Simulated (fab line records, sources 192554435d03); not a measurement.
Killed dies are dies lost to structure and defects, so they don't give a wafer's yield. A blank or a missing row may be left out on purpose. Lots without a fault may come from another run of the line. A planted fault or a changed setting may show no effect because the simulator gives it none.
Chamber matching | flow n5_finfet | N5_BEOL_M5_DEP_56 on pecvd-04: 3 sister chambers
The step deposits SiCN from 3MS/NH3, target thk 8 nm, time 14 s. 3 wafers are shown with their chamber, then 8 later ones without.

WAFERS WITH THEIR CHAMBER
wafer  | chamber | showerhead_plenum_p_Torr (Torr)
L076.1 | 2       | 3.680
L081.4 | 0       | 3.647
L084.2 | 1       | 3.637

WAFERS WITHOUT THEIR CHAMBER
wafer  | showerhead_plenum_p_Torr (Torr)
L084.4 | 3.658
L084.5 | 3.646
L090.1 | 3.638
L090.3 | 3.645
L090.4 | 3.678
L091.2 | 3.643
L091.5 | 3.645
L091.6 | 3.655

WHICH CHAMBER EACH WENT THROUGH
wafer  | from the rows above     | in truth
L084.4 | can't be placed: 0 or 1 | 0
L084.5 | can't be placed: 0 or 1 | 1
L090.1 | can't be placed: 1 or 0 | 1
L090.3 | can't be placed: 0 or 1 | 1
L090.4 | 2                       | 2
L091.2 | can't be placed: 0 or 1 | 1
L091.5 | can't be placed: 0 or 1 | 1
L091.6 | can't be placed: 0 or 1 | 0
Placed correctly: 1 of 8. Can't be placed from these rows: 7 (the true chamber is among the candidates in 7). Placed wrongly: 0.
How it was worked out, from the rows above alone: a wafer's distance from a chamber is the root of the sum, over the readings, of the square of ((its reading less the chamber's mean) divided by the reading's scatter). The wafer belongs to the nearest chamber; if the next one is less than 2 further off, it can't be placed. A chamber's mean is the mean of its shown wafers. The scatter: with one shown wafer a chamber, the root of the mean of the squares of how far each hidden wafer lies from its nearest shown one.
